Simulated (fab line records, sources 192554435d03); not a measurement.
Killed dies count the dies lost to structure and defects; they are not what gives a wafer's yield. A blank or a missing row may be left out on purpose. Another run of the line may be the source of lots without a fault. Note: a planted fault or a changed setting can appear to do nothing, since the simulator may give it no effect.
One fault through the eyes of 2 desks	flow n5 finfet	every desk sees just its own numbers, and what lay behind them comes last

## FOR THE TOOL OWNER'S DESK: pecvd-01
The tool's own readings at N5_FIN_SAQP_HM_DEP_03 (deposits SiNx from SiH4/NH3/N2, target thk 38 nm, time 33.6 s): means of the sampled wafers that have a number, for each lot that ran on this tool. The brackets show how far a lot's mean lies from the usual mean; more than 4 standard deviations puts the lot out of limits, marked OUT.
Columns: A = heater power w at N5_FIN_SAQP_HM_DEP_03, usual 820 W; B = showerhead plenum p Torr at N5_FIN_SAQP_HM_DEP_03, usual 5.11 Torr; C = throttle valve pct at N5_FIN_SAQP_HM_DEP_03, usual 39.2 %
lot	first seen here	A	B	C
L713	day 2 09:14	621	5.04	40.3
L718	day 3 15:02	677	5.09	37.8
L722	day 4 15:21	661	5.09	38.9
Finding of this desk: none of the 3 lots has anything out of limits.

## AT THE METROLOGY DESK
Lot by lot, what the gauges showed, no matter which tool ran the lot: averages of those sampled wafers that carry a number. The brackets show how far a lot's mean lies from the usual mean; more than 4 standard deviations puts the lot out of limits, marked OUT. Readings shown: 7 out of 13 (the first out of limits, and those lying furthest out on some lot).
Columns: A = HMC_CMP_THK at N5_PMOS_HMC_CHANNEL_EPI_THK_MEAS_22, usual 53.8 nm; B = thk nm at N5_FIN_SAQP_THK_MEAS_05, usual 37.7 nm; C = DIBL_N at N5_BEOL_M4_RC_MEAS_101, usual 36.4 mV/V; D = ION_N at N5_BEOL_M4_RC_MEAS_101, usual 673 uA/um; E = ION_P at N5_BEOL_M4_RC_MEAS_101, usual 461 uA/um; F = SS_N at N5_BEOL_M4_RC_MEAS_101, usual 71.6 mV/dec; G = VT_N at N5_BEOL_M4_RC_MEAS_101, usual 249.4 mV
lot	first seen here	A	B	C	D	E	F	G
L711	day 1 19:51	54.3	38.2	36.3	685	459	71.0	247.6
L713	day 2 08:13	53.5	37.8	37.3	666	459	71.7	247.3
L718	day 3 13:22	54.7	42.1 (+9.4) OUT	34.1	655	451	71.6	253.5
L722	day 4 14:19	53.5	42.7 (+11) OUT	35.0	672	459	71.4	250.2
L723	day 4 19:59	53.4	37.7	36.4	682	464	71.4	247.2
L726	day 5 13:34	53.6	37.6	35.5	663	456	71.8	251.3
L728	day 6 02:08	53.6	37.9	35.5	680	465	70.9	248.5
L731	day 6 20:00	53.6	37.8	38.9	672	463	71.7	249.6
Finding of this desk: L718, L722 out of limits; the first was L718 at day 3 15:07, on thk nm at N5_FIN_SAQP_THK_MEAS_05. In limits: L711, L713, L723, L726, L728, L731.

## ALL TOGETHER
On L718, L722, the metrology desk was in a position to raise an alarm at day 3 15:07.
The tool owner's desk saw nothing out of limits.
The tool owner's desk has L718, L722 on record, within its limits.
All the named lots went through N5_FIN_SAQP_HM_DEP_03 on pecvd-01.

## WHAT THE SIMULATOR HAD INSERTED
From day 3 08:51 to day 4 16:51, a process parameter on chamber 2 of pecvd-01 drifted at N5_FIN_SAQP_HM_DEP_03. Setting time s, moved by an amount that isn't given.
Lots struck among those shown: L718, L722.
Time in hours between the start of the fault and the first out-of-limits reading at each desk: metrology desk, 6.
